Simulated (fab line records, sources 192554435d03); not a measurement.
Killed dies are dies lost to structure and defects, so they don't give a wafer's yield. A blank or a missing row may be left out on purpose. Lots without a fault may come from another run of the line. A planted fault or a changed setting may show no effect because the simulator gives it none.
Problem report in the 8D (eight disciplines) form, filled by code | flow n5_finfet | the parts of the form that need people (team, actions taken, sign-off) are left out

1. THE PROBLEM
plate_temp_C at N5_SD_EPI_N_PEB_07 reads a mean of 109.20 C on 6 wafers of 2 lots; wafers without a fault read 110.01 C with a standard deviation of 0.13. That is -6.2 standard deviations from the usual mean.
The step: peb time 60 s.
First seen on wafer L350.1, day 6 11:33, on litho_track-01. The record holds 24 wafers of 8 lots with a number at this step. Rule for "out", or "out of limits": more than 4 standard deviations from the usual mean. The other wafers with a number count as sound.

2. WHAT IT IS AND WHAT IT IS NOT
question                    | is                     | is not
which readings at this step | plate_temp_C           | -
which lots                  | L350, L354             | L345, L347, L348, L349, L359, L360
which wafers of those lots  | all that have a number | -
read on which tools         | litho_track-01         | litho_track-02, litho_track-05
when                        | from day 6 11:33       | up to then (12 sound wafers); but 6 sound wafers of L359, L360 came after

3. SUSPECTS, AND WHAT RULES EACH OUT
Counting: a tool at a process step up to the reading stays a suspect if it ran every lot that is out and no sound lot after the first of them.
- litho_track-01 at N5_SD_EPI_N_PEB_07 (peb time 60 s): kept. It ran every lot that is out, first L350 (day 6 11:33), and no sound lot after that; its last sound lot up to then is L348 (day 5 19:21). Its own readings are out on those wafers: plate_temp_C.
Left after counting: litho_track-01 at N5_SD_EPI_N_PEB_07.

4. THE CAUSE (what the simulator had put in)
Process parameter drift: litho_track-01, from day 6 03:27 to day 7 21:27, at N5_SD_EPI_N_PEB_07. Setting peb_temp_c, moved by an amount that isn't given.
Counting left only this tool.

5. THE CHAIN OF EFFECTS, in route order
Each row: a reading whose mean over the struck wafers that have a number lies more than 3 standard deviations from the usual. Only readings for which the record gives a usual standard deviation are gone through. hours: the time from each lot's start at the first step in this table that gives one to its start at this step, as a median over the lots. sigmas: the change in usual standard deviations.
hours | step                    | reading            | usual    | on struck wafers | change | sigmas
0     | N5_SD_EPI_N_PEB_07      | plate_temp_C       | 110.01 C | 109.20           | -0.81  | -6.2
300   | N5_PASSIVATION_PROBE_49 | sort_bin_4_leakage | 0.00 %   | 0.06             | +0.06  | +3.3
The process steps in it:
- N5_SD_EPI_N_PEB_07: peb time 60 s.
- N5_PASSIVATION_PROBE_49
Later measuring or inspecting steps at which every struck wafer that the step has a row for has a number for every such reading, and none has moved that far: N5_SD_EPI_N_CD_MEAS_09, N5_BEOL_M4_RC_MEAS_101.

6. WHAT WOULD HAVE CAUGHT IT SOONER
In this record the first reading out of limits was taken at day 6 11:33, 8 hours after the fault began at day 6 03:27.
